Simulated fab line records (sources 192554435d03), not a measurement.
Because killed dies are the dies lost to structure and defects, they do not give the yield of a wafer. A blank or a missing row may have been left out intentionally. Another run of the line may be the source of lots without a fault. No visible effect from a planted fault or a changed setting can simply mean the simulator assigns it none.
What tool caused it? ; flow n5 finfet ; 24 lots with 72 wafers sampled at 6 steps, on a route of 1938 steps

## WHAT EACH GAUGE READ, for each wafer
N5_BEOL_M6_RS_MEAS_57: uses a four-point probe to measure. Usual: for M6_RS the level is 0.284 ohm/sq and the standard deviation is 0.0057.
lot;measured;on;M6_RS (ohm/sq);flag
L074;day 8 23:32;film metro-02;0.280 0.290 0.294;
L075;day 8 23:59;film metro-02;0.281 0.281 0.285;
L076;day 9 04:13;film metro-01;0.283 0.281 0.277;
L077;day 9 11:55;film metro-02;0.284 0.281 0.285;
L078;day 9 18:27;film metro-02;0.284 0.290 0.285;
L080;day 10 05:55;film metro-01;0.283 0.282 0.281;
L079;day 10 08:25;film metro-01;0.290 0.275 0.274;
L081;day 10 15:17;film metro-02;0.278 0.286 0.288;
L082;day 10 20:09;film metro-01;0.288 0.289 0.288;
L084;day 11 01:29;film metro-01;0.280 0.279 0.279;
L083;day 11 10:16;film metro-02;0.285 0.283 0.297;
L085;day 11 11:25;film metro-02;0.276 0.287 0.291;
L086;day 11 20:17;film metro-01;0.285 0.288 0.288;
L087;day 12 13:20;film metro-02;0.288 0.287 0.286;
L088;day 12 15:07;film metro-01;0.282 0.286 0.294;
L090;day 12 16:41;film metro-02;0.278 0.286 0.275;
L092;day 12 19:34;film metro-01;0.288 0.282 0.284;
L089;day 12 21:20;film metro-01;0.284 0.294 0.280;
L091;day 12 21:42;film metro-01;0.277 0.280 0.288;
L093;day 13 18:34;film metro-01;0.272 0.277 0.276;
L094;day 13 17:51;film metro-02;0.279 0.280 0.282;
L096;day 14 13:47;film metro-02;0.291 0.280 0.279;
L095;day 14 22:35;film metro-02;0.287 0.285 0.293;
L097;day 15 02:51;film metro-01;0.289 0.291 0.286;

## EACH LOT AND THE TOOL THAT RAN IT (in order: tool; ch and the chambers of the sampled wafers; start)
lot;N5_BEOL_M5_DESCUM_33;N5_BEOL_M5_ETCH_75;N5_BEOL_M5_VIA_ETCH_34;N5_BEOL_M6_ILD_DEP_00;N5_BEOL_M6_DEGAS_44
L074;rie diel-02 ch 0,1,2, day 8 06:06;rie diel-02 ch 0,1,2, day 8 06:08;rie diel-02 ch 0,1,2, day 8 06:17;pecvd-01 ch 0,1, day 8 14:49;pvd sputter-01, day 8 20:34
L075;rie diel-02 ch 0,2,3, day 8 06:35;rie diel-02 ch 0,2,3, day 8 06:37;rie diel-02 ch 0,2,3, day 8 06:46;pecvd-01 ch 0,1,2, day 8 15:34;pvd sputter-02, day 8 20:50
L076;rie diel-05 ch 0,1,2, day 8 13:18;rie diel-05 ch 0,1,2, day 8 13:20;rie diel-05 ch 0,1,2, day 8 13:29;pecvd-01 ch 1,2, day 8 20:28;pvd sputter-01, day 9 02:39
L077;rie diel-01 ch 0,1,2, day 8 22:19;rie diel-01 ch 0,1,2, day 8 22:22;rie diel-01 ch 0,1,2, day 8 22:30;pecvd-04 ch 0,1,2, day 9 05:34;pvd sputter-01, day 9 09:52
L078;rie diel-02 ch 0,1,2, day 9 05:32;rie diel-02 ch 0,1,2, day 9 05:34;rie diel-02 ch 0,1,2, day 9 05:43;pecvd-01 ch 0,1,2, day 9 12:46;pvd sputter-03, day 9 16:47
L080;rie diel-02 ch 0,1,3, day 9 13:41;rie diel-02 ch 0,1,3, day 9 13:43;rie diel-02 ch 0,1,3, day 9 13:52;pecvd-01 ch 1,2, day 9 22:00;pvd sputter-02, day 10 03:04
L079;rie diel-05 ch 1,2,3, day 9 15:54;rie diel-05 ch 1,2,3, day 9 15:56;rie diel-05 ch 1,2,3, day 9 16:05;pecvd-02 ch 0,1, day 9 23:58;pvd sputter-01, day 10 06:44
L081;rie diel-02 ch 1,2, day 9 22:25;rie diel-02 ch 1,2, day 9 22:27;rie diel-02 ch 1,2, day 9 22:36;pecvd-01 ch 0,2, day 10 07:15;pvd sputter-01, day 10 13:13
L082;rie diel-02 ch 0,1,3, day 10 01:32;rie diel-02 ch 0,1,3, day 10 01:34;rie diel-02 ch 0,1,3, day 10 01:43;pecvd-04 ch 1,2, day 10 09:35;pvd sputter-02, day 10 17:14
L084;rie diel-02 ch 0,3, day 10 08:20;rie diel-02 ch 0,3, day 10 08:22;rie diel-02 ch 0,3, day 10 08:31;pecvd-02 ch 1,2, day 10 17:46;pvd sputter-02, day 10 22:36
L083;rie diel-01 ch 1,3, day 10 13:50;rie diel-01 ch 1,3, day 10 13:53;rie diel-01 ch 1,3, day 10 14:01;pecvd-02 ch 1,2, day 10 23:19;pvd sputter-01, day 11 07:29
L085;rie diel-01 ch 0,2, day 10 19:18;rie diel-01 ch 0,2, day 10 19:20;rie diel-01 ch 0,2, day 10 19:29;pecvd-01 ch 0,1,2, day 11 03:25;pvd sputter-03, day 11 09:27
L086;rie diel-01 ch 2,3, day 11 05:56;rie diel-01 ch 2,3, day 11 05:58;rie diel-01 ch 2,3, day 11 06:07;pecvd-01 ch 0,2, day 11 13:02;pvd sputter-03, day 11 17:59
L087;rie diel-02 ch 0,2,3, day 11 20:39;rie diel-02 ch 0,2,3, day 11 20:41;rie diel-02 ch 0,2,3, day 11 20:50;pecvd-02 ch 0,2, day 12 04:46;pvd sputter-01, day 12 09:10
L088;rie diel-05 ch 0,1,3, day 11 22:55;rie diel-05 ch 0,1,3, day 11 22:58;rie diel-05 ch 0,1,3, day 11 23:06;pecvd-04 ch 1,2, day 12 07:31;pvd sputter-02, day 12 12:45
L090;rie diel-02 ch 1,2, day 12 01:53;rie diel-02 ch 1,2, day 12 01:55;rie diel-02 ch 1,2, day 12 02:04;pecvd-04 ch 0,1,2, day 12 09:31;pvd sputter-01, day 12 15:07
L092;rie diel-05 ch 0,1,2, day 12 04:14;rie diel-05 ch 0,1,2, day 12 04:17;rie diel-05 ch 0,1,2, day 12 04:25;pecvd-02 ch 0,1,2, day 12 12:15;pvd sputter-03, day 12 17:58
L089;rie diel-02 ch 1,3, day 12 05:50;rie diel-02 ch 1,3, day 12 05:53;rie diel-02 ch 1,3, day 12 06:01;pecvd-01 ch 1,2, day 12 13:29;pvd sputter-01, day 12 19:11
L091;rie diel-01 ch 0,2,3, day 12 07:42;rie diel-01 ch 0,2,3, day 12 07:44;rie diel-01 ch 0,2,3, day 12 07:53;pecvd-02 ch 0,1,2, day 12 15:29;pvd sputter-02, day 12 19:18
L093;rie diel-05 ch 0,2, day 12 23:54;rie diel-05 ch 0,2, day 12 23:56;rie diel-05 ch 0,2, day 13 00:05;pecvd-02 ch 1,2, day 13 08:38;pvd sputter-03, day 13 17:00
L094;rie diel-05 ch 0,2, day 13 02:11;rie diel-05 ch 0,2, day 13 02:13;rie diel-05 ch 0,2, day 13 02:22;pecvd-04 ch 0,2, day 13 10:30;pvd sputter-01, day 13 14:52
L096;rie diel-05 ch 0,2,3, day 13 16:21;rie diel-05 ch 0,2,3, day 13 16:23;rie diel-05 ch 0,2,3, day 13 16:32;pecvd-02 ch 1,2, day 14 00:10;pvd sputter-01, day 14 11:13
L095;rie diel-02 ch 0,3, day 14 00:10;rie diel-02 ch 0,3, day 14 00:12;rie diel-02 ch 0,3, day 14 00:21;pecvd-01 ch 1,2, day 14 11:33;pvd sputter-02, day 14 20:29
L097;rie diel-02 ch 1,2,3, day 14 00:40;rie diel-02 ch 1,2,3, day 14 00:42;rie diel-02 ch 1,2,3, day 14 00:51;pecvd-02 ch 0,1, day 14 20:13;pvd sputter-01, day 15 01:06
- N5_BEOL_M5_DESCUM_33: chemistry O2, time 7 s.
- N5_BEOL_M5_ETCH_75: etches underlayer in N2/H2, target depth 6.5 nm, time 5.2 s.
- N5_BEOL_M5_VIA_ETCH_34: etches SiCOH lowk in C4F6/O2, target depth 88.3 nm, time 39.2 s.
- N5_BEOL_M6_ILD_DEP_00: deposits SiCOH lowk from DEMS/porogen, target thk 179.75 nm, time 33.4 s.
- N5_BEOL_M6_DEGAS_44: time 60 s.

## AS READ BY THE TOOLS THEMSELVES (means over the sampled wafers that have a number; for cases with no such wafer, the mark the record gives instead)
N5_BEOL_M5_DESCUM_33. Usual: drypump motor current A 5.9 A, standard deviation 0.36; oes product au 0.79 a.u., standard deviation 0.089; rf vpp V 243.5 V, standard deviation 0.98; showerhead plenum p Torr 2.11 Torr, standard deviation 0.036; throttle valve pct 20.42 %, standard deviation 0.22.
lot;tool;drypump motor current A (A);oes product au (a.u.);rf vpp V (V);showerhead plenum p Torr (Torr);throttle valve pct (%);flag
L074;rie diel-02;6.0;0.85;244.1;2.11;20.46;
L075;rie diel-02;5.8;0.85;242.8;2.11;20.31;
L076;rie diel-05;5.8;0.86;243.4;2.13;20.33;
L077;rie diel-01;5.9;0.67;243.5;2.12;20.49;
L078;rie diel-02;6.1;0.83;243.9;2.11;20.47;
L080;rie diel-02;5.8;0.75;242.9;2.09;20.39;
L079;rie diel-05;5.8;0.79;243.6;2.13;20.30;
L081;rie diel-02;6.3;0.86;243.3;2.11;20.53;
L082;rie diel-02;5.8;0.75;242.9;2.09;20.41;
L084;rie diel-02;5.5;0.77;242.7;2.10;20.30;
L083;rie diel-01;5.9;0.70;242.0;2.04;20.50;
L085;rie diel-01;5.8;0.76;244.4;2.15;20.52;
L086;rie diel-01;5.6;0.70;243.9;2.10;20.76;
L087;rie diel-02;5.8;0.81;244.4;2.11;20.35;
L088;rie diel-05;6.0;0.79;244.1;2.13;20.39;
L090;rie diel-02;6.3;0.84;243.7;2.11;20.54;
L092;rie diel-05;5.8;0.83;243.8;2.12;20.36;
L089;rie diel-02;6.1;0.72;242.9;2.08;20.52;
L091;rie diel-01;5.9;0.78;243.2;2.10;20.51;
L093;rie diel-05;5.9;0.81;243.4;2.12;20.56;
L094;rie diel-05;5.7;0.80;243.6;2.12;20.48;
L096;rie diel-05;5.9;0.84;244.3;2.13;20.40;
L095;rie diel-02;5.5;0.73;243.1;2.08;20.29;
L097;rie diel-02;6.1;0.76;243.4;2.09;20.49;

N5_BEOL_M5_ETCH_75. Usual: drypump motor current A 5.9 A, standard deviation 0.36; etch rf on time s 5.14 s, standard deviation 0.099; oes product au 0.68 a.u., standard deviation 0.076; rf vpp V 524.5 V, standard deviation 1.7; showerhead plenum p Torr 2.56 Torr, standard deviation 0.04; throttle valve pct 17.86 %, standard deviation 0.26.
lot;tool;drypump motor current A (A);etch rf on time s (s);oes product au (a.u.);rf vpp V (V);showerhead plenum p Torr (Torr);throttle valve pct (%);flag
L074;rie diel-02;6.0;5.06;0.72;525.6;2.57;17.92;
L075;rie diel-02;5.8;5.09;0.73;524.7;2.58;17.74;
L076;rie diel-05;5.8;5.12;0.74;525.8;2.58;17.68;
L077;rie diel-01;5.9;5.20;0.58;525.4;2.58;17.93;
L078;rie diel-02;6.0;5.09;0.71;525.8;2.56;17.91;
L080;rie diel-02;5.8;5.12;0.65;523.6;2.55;17.93;
L079;rie diel-05;5.8;5.25;0.67;526.0;2.60;17.72;
L081;rie diel-02;6.3;4.93;0.75;525.2;2.57;17.91;
L082;rie diel-02;5.9;5.12;0.64;524.9;2.55;17.90;
L084;rie diel-02;5.5;5.14;0.66;525.1;2.56;17.80;
L083;rie diel-01;5.9;5.27;0.60;522.8;2.48;17.96;
L085;rie diel-01;5.8;5.20;0.65;526.3;2.61;17.94;
L086;rie diel-01;5.6;5.23;0.60;522.1;2.56;18.22;
L087;rie diel-02;5.8;5.13;0.68;524.0;2.56;17.79;
L088;rie diel-05;6.0;5.23;0.68;523.9;2.59;17.81;
L090;rie diel-02;6.3;5.01;0.72;523.2;2.57;17.94;
L092;rie diel-05;5.8;5.16;0.71;525.1;2.57;17.76;
L089;rie diel-02;6.2;5.08;0.62;522.7;2.52;18.07;
L091;rie diel-01;5.9;5.15;0.68;523.8;2.55;17.91;
L093;rie diel-05;5.9;5.09;0.70;524.2;2.57;17.94;
L094;rie diel-05;5.7;5.13;0.68;523.8;2.57;17.89;
L096;rie diel-05;5.9;5.14;0.73;525.4;2.59;17.79;
L095;rie diel-02;5.6;5.23;0.62;524.4;2.54;17.79;
L097;rie diel-02;6.1;5.14;0.65;523.4;2.54;17.94;

N5_BEOL_M5_VIA_ETCH_34. Usual: drypump motor current A 5.9 A, standard deviation 0.35; oes product au 0.80 a.u., standard deviation 0.09; rf vpp V 666 V, standard deviation 5.1; showerhead plenum p Torr 2.87 Torr, standard deviation 0.045; throttle valve pct 20.88 %, standard deviation 0.22.
lot;tool;drypump motor current A (A);oes product au (a.u.);rf vpp V (V);showerhead plenum p Torr (Torr);throttle valve pct (%);flag
L074;rie diel-02;6.0;0.85;664;2.87;20.97;
L075;rie diel-02;5.8;0.85;664;2.88;20.80;
L076;rie diel-05;5.8;0.86;667;2.89;20.77;
L077;rie diel-01;5.9;0.67;669;2.88;20.92;
L078;rie diel-02;6.0;0.83;664;2.87;20.97;
L080;rie diel-02;5.8;0.75;664;2.85;20.88;
L079;rie diel-05;5.8;0.79;670;2.90;20.73;
L081;rie diel-02;6.3;0.88;666;2.88;21.01;
L082;rie diel-02;5.8;0.76;664;2.85;20.88;
L084;rie diel-02;5.5;0.77;662;2.86;20.80;
L083;rie diel-01;5.9;0.70;663;2.78;20.99;
L085;rie diel-01;5.8;0.77;676;2.91;20.92;
L086;rie diel-01;5.6;0.70;674;2.85;21.14;
L087;rie diel-02;5.8;0.80;664;2.87;20.84;
L088;rie diel-05;6.0;0.79;664;2.90;20.84;
L090;rie diel-02;6.3;0.84;665;2.87;21.03;
L092;rie diel-05;5.8;0.83;666;2.88;20.80;
L089;rie diel-02;6.1;0.72;666;2.83;21.00;
L091;rie diel-01;5.9;0.78;672;2.85;20.90;
L093;rie diel-05;5.9;0.81;664;2.88;20.97;
L094;rie diel-05;5.7;0.80;669;2.87;20.89;
L096;rie diel-05;5.9;0.85;668;2.89;20.81;
L095;rie diel-02;5.6;0.73;664;2.84;20.77;
L097;rie diel-02;6.1;0.77;666;2.84;20.96;

N5_BEOL_M6_ILD_DEP_00. Usual: heater power w 310 W, standard deviation 72; showerhead plenum p Torr 5.732 Torr, standard deviation 0.014; throttle valve pct 13.7 %, standard deviation 0.66.
lot;tool;heater power w (W);showerhead plenum p Torr (Torr);throttle valve pct (%);flag
L074;pecvd-01;231;5.722;14.0;
L075;pecvd-01;237;5.729;13.5;
L076;pecvd-01;245;5.727;13.1;
L077;pecvd-04;354;5.732;13.7;
L078;pecvd-01;242;5.727;13.5;
L080;pecvd-01;257;5.738;12.8;
L079;pecvd-02;292;5.733;13.9;
L081;pecvd-01;267;5.727;14.0;
L082;pecvd-04;407;5.726;13.4;
L084;pecvd-02;364;5.734;13.7;
L083;pecvd-02;375;5.743;13.8;
L085;pecvd-01;239;5.728;13.6;
L086;pecvd-01;271;5.735;13.9;
L087;pecvd-02;372;5.734;13.7;
L088;pecvd-04;410;5.722;13.5;
L090;pecvd-04;379;5.726;13.7;
L092;pecvd-02;349;5.727;14.0;
L089;pecvd-01;280;5.732;12.8;
L091;pecvd-02;334;5.743;13.9;
L093;pecvd-02;319;5.735;14.0;
L094;pecvd-04;381;5.733;13.8;
L096;pecvd-02;312;5.730;14.0;
L095;pecvd-01;248;5.737;12.9;
L097;pecvd-02;293;5.739;14.0;

N5_BEOL_M6_DEGAS_44. Usual: 335 W for heater power w, sd 36.
lot;tool;heater power w (W);flag
L074;pvd sputter-01;316;
L075;pvd sputter-02;359;
L076;pvd sputter-01;320;
L077;pvd sputter-01;315;
L078;pvd sputter-03;316;
L080;pvd sputter-02;369;
L079;pvd sputter-01;339;
L081;pvd sputter-01;316;
L082;pvd sputter-02;349;
L084;pvd sputter-02;402;
L083;pvd sputter-01;298;
L085;pvd sputter-03;318;
L086;pvd sputter-03;317;
L087;pvd sputter-01;319;
L088;pvd sputter-02;356;
L090;pvd sputter-01;318;
L092;pvd sputter-03;323;
L089;pvd sputter-01;344;
L091;pvd sputter-02;367;
L093;pvd sputter-03;317;
L094;pvd sputter-01;321;
L096;pvd sputter-01;337;
L095;pvd sputter-02;368;
L097;pvd sputter-01;344;

## THE ANSWER, worked out from the rows above alone
Rule: a lot counts as off when the mean over its wafers that have a number is more than 3 standard deviations away from the usual mean. Also off: a lot with no number at a reading for which 4 or more lots have one. All remaining lots with rows at the step are treated as sound. After the gauges, taken in route order, come the tools' own readings; for these a lot's mean is taken, as printed above. At the first step where some lot is off, the reading lying furthest off is the one used; lots without a number count as furthest.
No lot is off at any reading shown: from this, nothing can be told.

## WHAT WAS PUT IN BY THE SIMULATOR
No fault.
